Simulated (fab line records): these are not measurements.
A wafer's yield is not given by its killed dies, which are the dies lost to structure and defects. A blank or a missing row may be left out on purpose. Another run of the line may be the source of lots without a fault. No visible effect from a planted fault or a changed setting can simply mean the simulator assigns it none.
Matching of chambers	flow nand harc	NHARC_A_STAIRCASE_ETCHBACK_422 on rie diel-13 has 4 sister chambers
The step etches the open film in CH3F/O2, target depth 40 nm, time 74.286 s. 8 wafers are shown with their chamber, then 7 later ones without.

## WAFERS, EACH WITH ITS CHAMBER
wafer	chamber	showerhead plenum p Torr (Torr)	drypump motor current A (A)
L277.2	0	2.63	5.4
L278.2	2	2.51	6.2
L278.5	1	2.36	5.6
L280.2	3	2.53	6.2
L280.3	2	2.51	6.3
L280.4	1	2.36	5.6
L285.2	3	2.52	6.3
L285.3	0	2.62	5.4

## WAFERS WITHOUT THEIR CHAMBER
wafer	showerhead plenum p Torr (Torr)	drypump motor current A (A)
L285.5	2.52	6.2
L290.2	2.34	5.6
L290.5	2.49	6.2
L290.6	2.51	6.2
L292.1	2.61	5.4
L292.2	2.51	6.3
L292.5	2.51	6.3

## EACH ONE'S CHAMBER
wafer	from the rows above	in truth
L285.5	can't be placed: 3 or 2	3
L290.2	1	1
L290.5	2	2
L290.6	2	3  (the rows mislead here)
L292.1	0	0
L292.2	2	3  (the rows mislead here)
L292.5	2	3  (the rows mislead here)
3 of 7 placed correctly. Cannot be placed on the basis of these rows: 1; the candidates contain the true chamber in 1. Placed wrongly: 3.
How it was worked out, from the rows above alone: a wafer's distance from a chamber is the root of the sum, over the readings, of the square of ((its reading less the chamber's mean) divided by the reading's scatter). If the next closest chamber is less than 2 further off than the closest, the wafer can't be placed; otherwise it belongs to the closest. A chamber's mean is the mean of its shown wafers. The scatter: take each reading less its chamber's mean, square it, sum over the shown wafers, divide by the number of wafers less the number of chambers, and take the root.
